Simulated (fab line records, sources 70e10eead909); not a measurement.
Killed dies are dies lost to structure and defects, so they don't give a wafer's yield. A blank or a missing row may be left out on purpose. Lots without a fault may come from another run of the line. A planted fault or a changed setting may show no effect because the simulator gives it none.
A struck lot beside a sound one | flow nand_harc | 25 steps out of a route of 1302
Sound: wafers L351.1, L351.5, L351.6. Struck: wafers L359.1, L359.3, L359.5. The cause comes at the end.
At each step with rows: each side's tool, then ch and its chambers, then its first start. Under that, the readings that differ: sound wafers | struck wafers | difference of the means | sigmas: that difference in standard deviations of wafers without a fault.
alike: readings whose means differ by less than 2 such deviations, and words and numbers that are the same on both sides. not compared: withheld readings, readings that some wafer has no value for, bounds like >300 that may hide the same value, and numbers for which the record gives no deviation and whose values overlap.
The two part at a step that has a row with sigmas, a row that says differs or no value, or rows on one side only. Numbers that don't overlap but have no deviation are shown without sigmas and don't part them. A reading that every wafer of one side lacks parts them only if that side has two wafers or more.

first, 1 step without rows for these wafers: NHARC_P_M1_SRD_25.
NHARC_P_M1_INSPECT_27:
  sound on defect_inspect-01, day 7 07:41; struck on defect_inspect-02, day 10 15:01
  alike: raw_defect_count
NHARC_P_M1_PRE_CLEAN_32: time 12 s.
  sound on pecvd-02 ch 1,2, day 7 07:45; struck on pecvd-01 ch 0,1, day 10 15:09
  alike: heater_power_w
NHARC_P_M1_DEP_33: deposits SiCN, target thk 30 nm.
  sound on pecvd-02 ch 1,2, day 7 07:50; struck on pecvd-01 ch 0,1, day 10 15:16
  alike: heater_power_w
then, 7 steps without rows for these wafers: NHARC_P_M2_DEP_00 (deposits SiOC, target thk 182.5 nm); NHARC_P_M2_DEHYDRATE_01 (time 120 s); NHARC_P_M2_HMDS_02 (time 30 s); NHARC_P_M2_COAT_34 (time 65 s); NHARC_P_M2_COAT_03 (resist thk 90 nm); NHARC_P_M2_SOFTBAKE_04 (time 55 s); NHARC_P_M2_EBR_05.
NHARC_P_M2_EXPOSE_06: exposes mask P M2, target cd 170 nm.
  sound on arfi_scanner-03 ch 0, day 7 08:57; struck on arfi_scanner-02 ch 0, day 10 16:14
  alike: mask
then, 2 steps without rows for these wafers: NHARC_P_M2_PEB_07 (peb time 65 s); NHARC_P_M2_DEVELOP_08 (develop time 35 s).
NHARC_P_M2_CD_MEAS_09: target cd 170 nm.
  sound on cd_sem-02 ch 0, day 7 09:05; struck on cd_sem-01 ch 0, day 10 16:22
  reading    | sound             | struck | difference                    | sigmas
  cd_nm (nm) | 169.3 169.3 169.9 | - - -  | no value on the struck wafers |
NHARC_P_M2_OVL_MEAS_10: pitch 340 nm.
  sound on overlay-02, day 7 09:11; struck on overlay-02, day 10 16:28
  reading           | sound       | struck         | difference | sigmas
  overlay_x_nm (nm) | 1.0 1.2 1.8 | -0.4 -0.1 -0.3 | -1.6       | -2
  alike: overlay_y_nm
NHARC_P_M2_INSPECT_11:
  sound on defect_inspect-01, day 7 09:13; struck on defect_inspect-02, day 10 16:30
  alike: raw_defect_count
NHARC_P_M2_DESCUM_14: chemistry O2, time 3 s.
  sound on rie_diel-03 ch 0,2,3, day 7 09:17; struck on rie_diel-03 ch 0,2,3, day 10 16:34
  reading               | sound         | struck        | difference | sigmas
  model.P_M2.cd_nm (nm) | 169 169 169.4 | 199 169.6 170 | +10        |
  alike: drypump_motor_current_A, mfc_ar_sccm, o2_flow_sccm, oes_product_au, rf_vpp_V, showerhead_plenum_p_Torr, throttle_valve_pct
  not compared: rf_hours_counter_h
NHARC_P_M2_ETCH_35: etches the open film in N2/H2, target depth 40 nm, overetch 12 nm, time 43.94 s.
  sound on rie_diel-03 ch 1,2,3, day 7 09:23; struck on rie_diel-03 ch 0,1, day 10 16:39
  alike: drypump_motor_current_A, mfc_ar_sccm, oes_product_au, rf_vpp_V, showerhead_plenum_p_Torr, throttle_valve_pct
  not compared: rf_hours_counter_h
NHARC_P_M2_ETCH_15: etches the open film in C4F8/Ar, target depth 182.5 nm, time 91.2 s.
  sound on rie_diel-03 ch 1,2; struck on rie_diel-03 ch 2,3
  alike: oes_product_au, rf_vpp_V
  not compared: rf_hours_counter_h
NHARC_P_M2_CD_MEAS_16:
  sound on cd_sem-02, day 7 09:35; struck on cd_sem-02, day 10 16:52
  reading    | sound             | struck | difference                    | sigmas
  cd_nm (nm) | 169.1 168.5 168.9 | - - -  | no value on the struck wafers |
NHARC_P_M2_STRIP_18: strips in N2/H2.
  sound on rie_diel-03 ch 0,3, day 7 09:39; struck on rie_diel-02 ch 1,2, day 10 16:58
  alike: drypump_motor_current_A, mfc_ar_sccm, oes_product_au, power_w, rf_vpp_V, showerhead_plenum_p_Torr, throttle_valve_pct
  not compared: rf_hours_counter_h
NHARC_P_M2_ETCH_28: etches the open film in CF4/N2, target depth 30 nm, time 72.99 s.
  sound on rie_diel-03 ch 0,1; struck on rie_diel-02 ch 1,2
  alike: drypump_motor_current_A, mfc_ar_sccm, oes_product_au, rf_vpp_V, showerhead_plenum_p_Torr, throttle_valve_pct
  not compared: rf_hours_counter_h, model.P_M2.cd_nm
then, 2 steps without rows for these wafers: NHARC_P_M2_STRIP_19 (strips in post etch residue remover, time 600 s); NHARC_END_SORT_01.

WHERE THEY PART
First at NHARC_P_M2_CD_MEAS_09; last, within this record, at NHARC_P_M2_CD_MEAS_16. Later steps at which nothing parts them and some readings are alike: NHARC_P_M2_STRIP_18, NHARC_P_M2_ETCH_28.

WHY: what the simulator had put in
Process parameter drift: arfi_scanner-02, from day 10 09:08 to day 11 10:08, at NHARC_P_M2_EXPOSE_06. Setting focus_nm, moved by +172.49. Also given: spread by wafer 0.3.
